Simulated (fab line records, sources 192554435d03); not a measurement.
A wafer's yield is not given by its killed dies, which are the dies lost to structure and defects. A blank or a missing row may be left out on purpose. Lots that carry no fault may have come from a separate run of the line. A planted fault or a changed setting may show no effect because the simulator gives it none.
fab line records    flow n5Finfet
[record] lots = 7  wafers = 39
route steps=1938 shown PMOS_HMC_CHANNEL_EPI@74 DUMMY_GATE@228 HKMG_FIN@406 GATE_CUT@469 MOL_CONTACT_COAG@624
startH: hours from the record's first day to the start of the lot's first wafer shown    waitH: time in hours since the lot's previous step    " same as the row above    L1.1+2: a row that stands for several wafers    - no value, or no start given    * or withheld: withheld    < > ~ a bound
route shown NAME@n: names a module that has steps shown in the file, with the first one's number in the route    usual: mean/standard deviation of fault-free wafers    same: alike in all rows    chamber/n: place in a boat    sites: readings site by site    _std_site: standard deviation of those values    _edge_site: outer sites' mean less inner sites'    radiusMm: for every site, how far away it sits from the centre of the wafer    mask NAME#n: copy n    behind: tool/chamber where the wafer was last shaped    hold: what put the lot on hold/how long, in hours/how the hold closed    device: names the non-switching transistor (n, p or np)    end of line: the tests these same wafers got at the end of their route    a step without rows: its recipe alone    killed: not the wafer's yield, but the dies lost to structure and defects at the first sort    map: a wafer's dies, x killed, . not, _ none there
set.NAME: the setting that was run; set.NAME@STEP: the one run at that earlier step    model.NAME: the simulator's own value behind a step, which no gauge read
lots with deliberately changed settings; one table per step, one row per wafer
[[steps]]
[step N5_PMOS_HMC_CHANNEL_EPI_FIN_RECESS_16]
[recipe] chemistry = HBr/Cl2  target = Si  maskMaterial = SiO2  targetDepthA = 540  timeS = 18  pressureMtorr = 10  icpW = 800  biasW = 75  HBr_flow_sccm = 150  Cl2_flow_sccm = 80
lot.wafer  tool      chamber  startH  waitH  set.timeS  model.PMOS_HMC_CHANNEL_EPI.featureDepthNm  model.etch.depthNm
L077.1     rieSi-01  0        36.03   0.0    18         51.42                                      51.42
L077.2     "         3        "       "      19.03      58.05                                      58.05
L077.3     "         2        "       "      18         52.87                                      52.87
L077.4     "         1        "       "      19.03      56.1                                       56.1
L077.5     "         1        "       "      18         53.36                                      53.36
L077.6     "         2        "       "      19.03      56.03                                      56.03
L080.1     rieSi-06  1        55.79   0.0    18         53.57                                      53.57
L080.2     "         2        "       "      18         53.61                                      53.61
L080.3     "         0        "       "      18         54.06                                      54.06
L080.4     "         3        "       "      18         52.45                                      52.45
L080.5     "         0        "       "      18         54.01                                      54.01
L080.6     "         1        "       "      18         53.19                                      53.19
L081.1     rieSi-04  1        59.97   0.0    18         54.58                                      54.58
L081.2     "         0        "       "      18         53.9                                       53.9
L081.3     "         3        "       "      18         52.82                                      52.82
L081.4     "         2        "       "      18         54.16                                      54.16
L081.5     "         3        "       "      18         52.62                                      52.62
L081.6     "         2        "       "      18         53.56                                      53.56
L088.2     rieSi-04  1        101.99  0.0    18         53.39                                      53.39
L088.3     "         3        "       "      18         52.77                                      52.77
L088.5     "         0        "       "      18         53.89                                      53.89
L092.1     rieSi-06  1        126.00  0.0    18         53.23                                      53.23
L092.2     "         2        "       "      18         53.72                                      53.72
L092.3     "         0        "       "      17.17      51.15                                      51.15
L092.4     "         3        "       "      17.17      50.51                                      50.51
L092.5     "         0        "       "      17.17      50.88                                      50.88
L092.6     "         1        "       "      18         53.48                                      53.48
L094.1     rieSi-01  0        138.01  0.0    18         52.79                                      52.79
L094.2     "         2        "       "      18         54.38                                      54.38
L094.3     "         3        "       "      18         55.76                                      55.76
L094.4     "         1        "       "      18         55.56                                      55.56
L094.5     "         3        "       "      18         55.59                                      55.59
L094.6     "         0        "       "      18         52.44                                      52.44
L096.1     rieSi-04  0        149.71  0.0    18         53.94                                      53.94
L096.2     "         2        "       "      19.21      58                                         58
L096.3     "         3        "       "      18         53.26                                      53.26
L096.4     "         1        "       "      18         54.03                                      54.03
L096.5     "         1        "       "      19.21      58.06                                      58.06
L096.6     "         0        "       "      19.21      57.94                                      57.94
[step N5_PMOS_HMC_CHANNEL_EPI_PRECLEAN_36]
[recipe] chemistry = O3/DIW  timeS = 45  tempC = 22  o3Ppm = 10
[step N5_PMOS_HMC_CHANNEL_EPI_PRECLEAN_18]
[recipe] chemistry = DHF  timeS = 30  tempC = 25  dilution = withheld
[step N5_PMOS_HMC_CHANNEL_EPI_SRD_39]
[recipe] dry = ipaMarangoni  timeS = 30  tempC = 23  rinseLiquid = diw
[step N5_PMOS_HMC_CHANNEL_EPI_CMP_21]
[recipe] material = SiGe30  postCmpClean = alkalineBrush  targetThkNm = 54
[step N5_PMOS_HMC_CHANNEL_EPI_THK_MEAS_22]
[recipe] reads = SiGe30_of_PMOS_HMC_CHANNEL_EPI_EPI_20
[usual] HMC_CMP_THK = 53.7/0.97
lot.wafer  tool          chamber  startH  waitH  set.timeS@PMOS_HMC_CHANNEL_EPI_FIN_RECESS_16  HMC_CMP_THK[nm]
L077.1     filmMetro-01  -        38.24   -      18                                            51.4
L077.2     "             -        "       "      19.03                                         58.0
L077.3     "             -        "       "      18                                            52.9
L077.4     "             -        "       "      19.03                                         55.9
L077.5     "             -        "       "      18                                            53.3
L077.6     "             -        "       "      19.03                                         56.0
L080.1     filmMetro-01  -        58.52   -      18                                            53.4
L080.2     "             -        "       "      18                                            53.6
L080.3     "             -        "       "      18                                            53.9
L080.4     "             -        "       "      18                                            52.3
L080.5     "             -        "       "      18                                            54.0
L080.6     "             -        "       "      18                                            53.0
L081.1     filmMetro-01  -        61.78   -      18                                            54.4
L081.2     "             -        "       "      18                                            53.7
L081.3     "             -        "       "      18                                            52.7
L081.4     "             -        "       "      18                                            53.8
L081.5     "             -        "       "      18                                            52.4
L081.6     "             -        "       "      18                                            53.3
L088.2     filmMetro-02  -        103.79  -      18                                            53.5
L088.3     "             -        "       "      18                                            53.0
L088.5     "             -        "       "      18                                            54.1
L092.1     filmMetro-01  -        128.20  -      18                                            53.3
L092.2     "             -        "       "      18                                            53.8
L092.3     "             -        "       "      17.17                                         51.4
L092.4     "             -        "       "      17.17                                         50.6
L092.5     "             -        "       "      17.17                                         51.1
L092.6     "             -        "       "      18                                            53.7
L094.1     filmMetro-02  -        139.82  -      18                                            53.0
L094.2     "             -        "       "      18                                            54.5
L094.3     "             -        "       "      18                                            55.9
L094.4     "             -        "       "      18                                            55.7
L094.5     "             -        "       "      18                                            55.8
L094.6     "             -        "       "      18                                            52.4
L096.1     filmMetro-02  -        151.91  -      18                                            53.9
L096.2     "             -        "       "      19.21                                         58.1
L096.3     "             -        "       "      18                                            53.4
L096.4     "             -        "       "      18                                            54.1
L096.5     "             -        "       "      19.21                                         58.1
L096.6     "             -        "       "      19.21                                         58.0
[step N5_DUMMY_GATE_EXPOSE_12]
[recipe] maskId = GATE  na = 0.33  sourceShape = annular  sigmaInner = 0.2  sigmaOuter = 0.6  polarization = unpolarized  targetCdNm = 25  doseMj = 34
lot.wafer   tool           chamber  startH  waitH  mask    set.doseMj
L077.1+2+4  euvScanner-02  0        63.52   -      GATE#0  36.29
L077.3+5+6  "              0        "       "      GATE#0  34
L080.1+4+5  euvScanner-01  0        85.25   -      GATE#0  34.99
L080.2+3+6  "              0        "       "      GATE#0  34
L081.1+5+6  euvScanner-01  0        87.03   -      GATE#0  34
L081.2+3+4  "              0        "       "      GATE#0  36.67
L088.2+3+5  euvScanner-02  0        129.01  -      GATE#0  34
L092.1+5+6  euvScanner-01  0        153.69  -      GATE#0  34
L092.2+3+4  "              0        "       "      GATE#0  33.16
L094.1+2+4  euvScanner-01  0        166.93  -      GATE#0  34
L094.3+5+6  "              0        "       "      GATE#0  32.83
L096.1+3+6  euvScanner-02  0        177.71  -      GATE#0  34
L096.2+4+5  "              0        "       "      GATE#0  35.86
[step N5_DUMMY_GATE_PEB_13]
[recipe] pebTempC = 100  pebTimeS = 60  resist = CAR-EUV
[step N5_DUMMY_GATE_DEVELOP_14]
[recipe] developTimeS = 30  developer = TMAH  resist = CAR-EUV  rinseLiquid = surfactantRinse  dry = airSpin  devTempC = 23
[step N5_DUMMY_GATE_CD_MEAS_15]
[recipe] targetCdNm = 25.8  landingEnergyEv = 500  detector = seInlens
[usual] cdNm = 25.05/0.23
lot.wafer  tool      chamber  startH  waitH  set.doseMj@DUMMY_GATE_EXPOSE_12  cdNm
L077.1     cdSem-03  0        63.65   -      36.29                            23.87
L077.2     "         0        "       "      36.29                            23.87
L077.3     "         0        "       "      34                               25.06
L077.4     "         0        "       "      36.29                            23.99
L077.5     "         0        "       "      34                               24.89
L077.6     "         0        "       "      34                               25.17
L080.1     cdSem-01  0        85.38   -      34.99                            24.28
L080.2     "         0        "       "      34                               24.78
L080.3     "         0        "       "      34                               25.19
L080.4     "         0        "       "      34.99                            24.56
L080.5     "         0        "       "      34.99                            24.20
L080.6     "         0        "       "      34                               25.25
L081.1     cdSem-01  0        87.16   -      34                               25.39
L081.2     "         0        "       "      36.67                            23.74
L081.3     "         0        "       "      36.67                            23.75
L081.4     "         0        "       "      36.67                            23.57
L081.5     "         0        "       "      34                               24.72
L081.6     "         0        "       "      34                               24.89
L088.2     cdSem-01  0        129.13  -      34                               25.14
L088.3     "         0        "       "      34                               24.79
L088.5     "         0        "       "      34                               24.99
L092.1     cdSem-01  0        153.82  -      34                               25.09
L092.2     "         0        "       "      33.16                            25.59
L092.3     "         0        "       "      33.16                            25.03
L092.4     "         0        "       "      33.16                            25.58
L092.5     "         0        "       "      34                               24.89
L092.6     "         0        "       "      34                               25.06
L094.1     cdSem-02  0        167.05  -      34                               25.17
L094.2     "         0        "       "      34                               25.03
L094.3     "         0        "       "      32.83                            26.02
L094.4     "         0        "       "      34                               24.85
L094.5     "         0        "       "      32.83                            25.63
L094.6     "         0        "       "      32.83                            25.73
L096.1     cdSem-01  0        177.84  -      34                               25.33
L096.2     "         0        "       "      35.86                            23.96
L096.3     "         0        "       "      34                               24.85
L096.4     "         0        "       "      35.86                            23.84
L096.5     "         0        "       "      35.86                            24.04
L096.6     "         0        "       "      34                               24.98
[step N5_DUMMY_GATE_STRIP_38]
[recipe] chemistry = N2/H2  tempC = 40  n2FlowSccm = 200  h2FlowSccm = 200  rfFrequencyHz = 6e+07
[step N5_DUMMY_GATE_STRIP_39]
[recipe] chemistry = N2/H2  tempC = 40  n2FlowSccm = 200  h2FlowSccm = 200  rfFrequencyHz = 6e+07
[step N5_DUMMY_GATE_TRIM_49]
[recipe] chemistry = O2  resist = SOC  timeS = 29  targetCdNm = 14  sourcePowerW = 300  biasPowerW = 0  O2_flow_sccm = 100  tempC = 20
lot.wafer  tool      chamber  startH  waitH  set.doseMj@DUMMY_GATE_EXPOSE_12  model.DUMMY_GATE.cdNm
L077.1     rieSi-04  2        64.55   0.0    36.29                            12.4
L077.2     "         3        "       "      36.29                            13.6
L077.3     "         1        "       "      34                               13.8
L077.4     "         0        "       "      36.29                            13.2
L077.5+6   "         3,0      "       "      34                               14
L080.1     rieSi-06  3        85.89   0.0    34.99                            13.8
L080.2+3   "         1,0      "       "      34                               13.8
L080.4     "         2        "       "      34.99                            13.2
L080.5     "         3        "       "      34.99                            13.4
L080.6     "         2        "       "      34                               14
L081.1     rieSi-04  2        87.87   0.0    34                               14.4
L081.2     "         0        "       "      36.67                            12.4
L081.3     "         1        "       "      36.67                            12.8
L081.4     "         3        "       "      36.67                            13
L081.5     "         3        "       "      34                               14.6
L081.6     "         0        "       "      34                               14
L088.2     rieSi-01  3        129.78  0.0    34                               13.6
L088.3     "         1        "       "      34                               13.8
L088.5     "         0        "       "      34                               14.2
L092.1     rieSi-06  2        154.25  0.0    34                               14.4
L092.2+4   "         3,1      "       "      33.16                            14.8
L092.3     "         0        "       "      33.16                            14.6
L092.5     "         3        "       "      34                               14.2
L092.6     "         2        "       "      34                               13.8
L094.1+2   rieSi-01  1,0      167.41  0.0    34                               13.6
L094.3+6   "         3,1      "       "      32.83                            14.2
L094.4     "         2        "       "      34                               14.2
L094.5     "         0        "       "      32.83                            14.4
L096.1     rieSi-06  1        178.19  0.0    34                               14.2
L096.2+4   "         2,1      "       "      35.86                            13.2
L096.3     "         0        "       "      34                               13.8
L096.5     "         0        "       "      35.86                            13
L096.6     "         2        "       "      34                               14
[step N5_HKMG_FIN_ETCH_58]
[recipe] chemistry = N2/H2  target = SOC  targetDepthA = 2158  ionEnergyEv = 50  biasW = 13  timeS = 741  pressureMtorr = 30  sourceW = 875  n2FlowSccm = 200  h2FlowSccm = 200
lot.wafer  tool        chamber  startH  waitH  set.targetDepthA  model.etch.depthNm  model.HKMG_FIN.featureDepthNm  model.SOC_of_HKMG_FIN_COAT_41.thkNm
L077.1     rieDiel-01  1        89.31   0.0    2437              242.6               242.6                          56.8
L077.2     "           2        "       "      2158              218.3               218.2                          81.6
L077.3     "           3        "       "      2158              220.6               220.6                          79
L077.4     "           0        "       "      2437              238                 238                            61.6
L077.5     "           3        "       "      2158              222.3               222.4                          78
L077.6     "           0        "       "      2437              238.8               238.8                          61.6
L080.1     rieDiel-05  2        112.88  0.0    2158              215.8               215.8                          86
L080.2     "           3        "       "      2158              217.6               217.6                          84.2
L080.3     "           1        "       "      2158              217                 217                            85
L080.4     "           1        "       "      2158              216.7               216.8                          84.2
L080.5     "           3        "       "      2158              216.6               216.6                          84.6
L080.6     "           2        "       "      2158              215.2               215.2                          86.8
L081.1     rieDiel-01  0        113.36  0.0    2035              200.5               200.4                          100.8
L081.2     "           2        "       "      2158              218.2               218.2                          82
L081.3     "           3        "       "      2158              221.2               221.2                          79.4
L081.4     "           1        "       "      2035              200.7               200.6                          100.4
L081.5     "           3        "       "      2158              220.9               220.8                          80
L081.6     "           0        "       "      2035              201                 201                            100.4
L088.2     rieDiel-01  2        155.12  0.0    2158              216.1               216.2                          83.4
L088.3     "           0        "       "      2158              211.8               211.8                          87.8
L088.5     "           2        "       "      2158              215.1               215.2                          84.8
L092.1     rieDiel-01  1        178.62  0.0    1996              204                 204                            93.8
L092.2     "           0        "       "      1996              198.3               198.4                          100.8
L092.3     "           3        "       "      1996              204                 204                            95.2
L092.4     "           2        "       "      2158              215.7               215.8                          83.4
L092.5     "           3        "       "      2158              221.9               222                            77.8
L092.6     "           2        "       "      2158              217                 217                            82.2
L094.1     rieDiel-06  0        192.78  0.0    2158              217                 217                            84.2
L094.2     "           1        "       "      2158              211.4               211.4                          89.2
L094.3     "           3        "       "      2158              214.6               214.6                          87.2
L094.4     "           2        "       "      2158              210.1               210.2                          90.4
L094.5     "           3        "       "      2158              214.9               215                            85.8
L094.6     "           2        "       "      2158              209.6               209.6                          90.6
L096.1     rieDiel-05  1        204.26  0.0    2158              213.8               213.8                          86
L096.2     "           0        "       "      2048              205.6               205.6                          93.6
L096.3     "           2        "       "      2048              204.1               204                            95.8
L096.4     "           3        "       "      2158              214.3               214.2                          86
L096.5     "           0        "       "      2158              216.9               216.8                          83.4
L096.6     "           3        "       "      2048              204.5               204.6                          94.4
[step N5_GATE_CUT_ETCH_58]
[recipe] chemistry = CH3F/O2  target = SiNx  targetDepthA = 170  timeS = 128.6  ionEnergyEv = 50  pressureMtorr = 30  sourceW = 415  biasW = 21  Ar_flow_sccm = 150  CH3F_flow_sccm = 30  O2_flow_sccm = 20
lot.wafer  tool        chamber  startH  waitH  set.timeS  model.etch.depthNm  model.SiNx_of_SDB_ALD_29.thkNm
L077.1     rieDiel-02  2        97.37   0.0    128.6      16.38               24.4
L077.2     "           1        "       "      128.6      16.63               24.6
L077.3     "           3        "       "      128.6      16.75               24.4
L077.4     "           0        "       "      154.8      20.6                24
L077.5     "           3        "       "      154.8      20.18               24
L077.6     "           0        "       "      154.8      20.48               24
L080.1     rieDiel-02  1        121.24  0.0    149.7      19.33               24
L080.2     "           0        "       "      128.6      17.14               24.4
L080.3     "           2        "       "      149.7      19.13               24.4
L080.4     "           3        "       "      149.7      19.46               24.2
L080.5     "           1        "       "      128.6      16.65               24.8
L080.6     "           0        "       "      128.6      17.08               24.6
L081.1     rieDiel-04  1        121.65  0.0    128.6      17.05               24.6
L081.2     "           0        "       "      128.6      17.44               24.4
L081.3     "           3        "       "      128.6      17.31               24.4
L081.4     "           2        "       "      149.6      19.91               24
L081.5     "           2        "       "      149.6      19.75               24
L081.6     "           3        "       "      149.6      20.01               24
L088.2     rieDiel-04  0        163.03  0.0    128.6      17.33               24.4
L088.3     "           2        "       "      128.6      17.1                24.4
L088.5     "           1        "       "      128.6      16.95               24.4
L092.1     rieDiel-04  1        186.79  0.1    136.6      18.34               24.2
L092.2     "           3        "       "      136.6      18.24               24.2
L092.3     "           0        "       "      128.6      17.52               24.4
L092.4     "           2        "       "      136.6      18.19               24.2
L092.5     "           1        "       "      128.6      17.06               24.4
L092.6     "           0        "       "      128.6      17.39               24.2
L094.1     rieDiel-02  2        200.95  0.1    102.5      13.45               25.2
L094.2     "           0        "       "      128.6      17.23               24.8
L094.3     "           3        "       "      102.5      14                  25.2
L094.4     "           1        "       "      128.6      16.85               24.6
L094.5     "           1        "       "      128.6      16.84               24.8
L094.6     "           0        "       "      102.5      13.73               25
L096.1     rieDiel-03  1        211.95  0.0    128.6      16.92               24.4
L096.2     "           0        "       "      128.6      17.06               24.6
L096.3     "           2        "       "      128.6      16.68               24.6
L096.4     "           3        "       "      128.6      16.49               24.6
L096.5     "           0        "       "      128.6      17.15               24.6
L096.6     "           3        "       "      128.6      16.64               24.4
[step N5_MOL_CONTACT_COAG_CVD_140]
[recipe] material = W  targetThkA = 665  mode = selectiveFill  tempC = 300  timeS = 215
lot.wafer  tool     chamber  startH  waitH  set.targetThkA  model.W_of_MOL_CONTACT_COAG_CVD_140.thkNm
L077.1     cvdW-01  0        116.95  0.1    599             60.6
L077.2     "        1        "       "      599             60.4
L077.3     "        1        "       "      665             67.2
L077.4     "        0        "       "      665             67.4
L077.5     "        1        "       "      599             59.8
L077.6     "        0        "       "      665             66.4
L081.1+4   cvdW-02  1        142.34  0.1    665             66.6
L081.2     "        0        "       "      704             70.4
L081.3     "        0        "       "      704             70.8
L081.5     "        1        "       "      665             66.2
L081.6     "        0        "       "      704             71.2
L080.1+2   cvdW-01  1,0      142.99  0.1    595.2           59.4
L080.3     "        0        "       "      665             66
L080.4     "        1        "       "      665             65.8
L080.5     "        1        "       "      665             67
L080.6     "        0        "       "      595.2           60.2
L088.2+5   cvdW-02  0        184.26  0.1    665             66.8
L088.3     "        0        "       "      665             67.2
L092.1     cvdW-01  1        206.16  0.1    665             66.8
L092.2+6   "        0        "       "      665             66.2
L092.3     "        0        "       "      665             66.4
L092.4     "        1        "       "      665             67.4
L092.5     "        1        "       "      665             67
L094.1     cvdW-02  1        220.91  0.1    665             65.8
L094.2     "        0        "       "      665             66.2
L094.3     "        1        "       "      665             65.6
L094.4     "        0        "       "      756.7           76.2
L094.5     "        0        "       "      756.7           74.6
L094.6     "        1        "       "      756.7           76
L096.1     cvdW-02  1        233.55  0.1    759.1           76
L096.2     "        0        "       "      665             66.8
L096.3     "        0        "       "      665             67.4
L096.4     "        1        "       "      665             67
L096.5     "        0        "       "      759.1           75.8
L096.6     "        1        "       "      759.1           76.2
[[key]]
[split] step = N5_PMOS_HMC_CHANNEL_EPI_FIN_RECESS_16  setting = timeS  stated = 18  by = wafer
[response] step = N5_PMOS_HMC_CHANNEL_EPI_FIN_RECESS_16  reading = model.PMOS_HMC_CHANNEL_EPI.featureDepthNm  change = +0.651  per = 1%  r = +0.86
[response] step = N5_PMOS_HMC_CHANNEL_EPI_FIN_RECESS_16  reading = model.etch.depthNm  change = +0.651  per = 1%  r = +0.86
[response] step = N5_PMOS_HMC_CHANNEL_EPI_THK_MEAS_22  reading = HMC_CMP_THK  change = +0.645  per = 1%  r = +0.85
[split] step = N5_DUMMY_GATE_EXPOSE_12  setting = doseMj  stated = 34  by = wafer
[response] step = N5_DUMMY_GATE_CD_MEAS_15  reading = cdNm  change = -0.182  per = 1%  r = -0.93
[response] step = N5_DUMMY_GATE_TRIM_49  reading = model.DUMMY_GATE.cdNm  change = -0.168  per = 1%  r = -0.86
[split] step = N5_HKMG_FIN_ETCH_58  setting = targetDepthA  stated = 2158  by = wafer
[response] step = N5_HKMG_FIN_ETCH_58  reading = model.etch.depthNm  change = +1.9  per = 1%  r = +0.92
[response] step = N5_HKMG_FIN_ETCH_58  reading = model.HKMG_FIN.featureDepthNm  change = +1.9  per = 1%  r = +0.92
[response] step = N5_HKMG_FIN_ETCH_58  reading = model.SOC_of_HKMG_FIN_COAT_41.thkNm  change = -1.88  per = 1%  r = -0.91
[split] step = N5_GATE_CUT_ETCH_58  setting = timeS  stated = 128.6  by = wafer
[response] step = N5_GATE_CUT_ETCH_58  reading = model.etch.depthNm  change = +0.165  per = 1%  r = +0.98
[response] step = N5_GATE_CUT_ETCH_58  reading = model.SiNx_of_SDB_ALD_29.thkNm  change = -0.0233  per = 1%  r = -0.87
[split] step = N5_MOL_CONTACT_COAG_CVD_140  setting = targetThkA  stated = 665  by = wafer
[response] step = N5_MOL_CONTACT_COAG_CVD_140  reading = model.W_of_MOL_CONTACT_COAG_CVD_140.thkNm  change = +0.666  per = 1%  r = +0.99
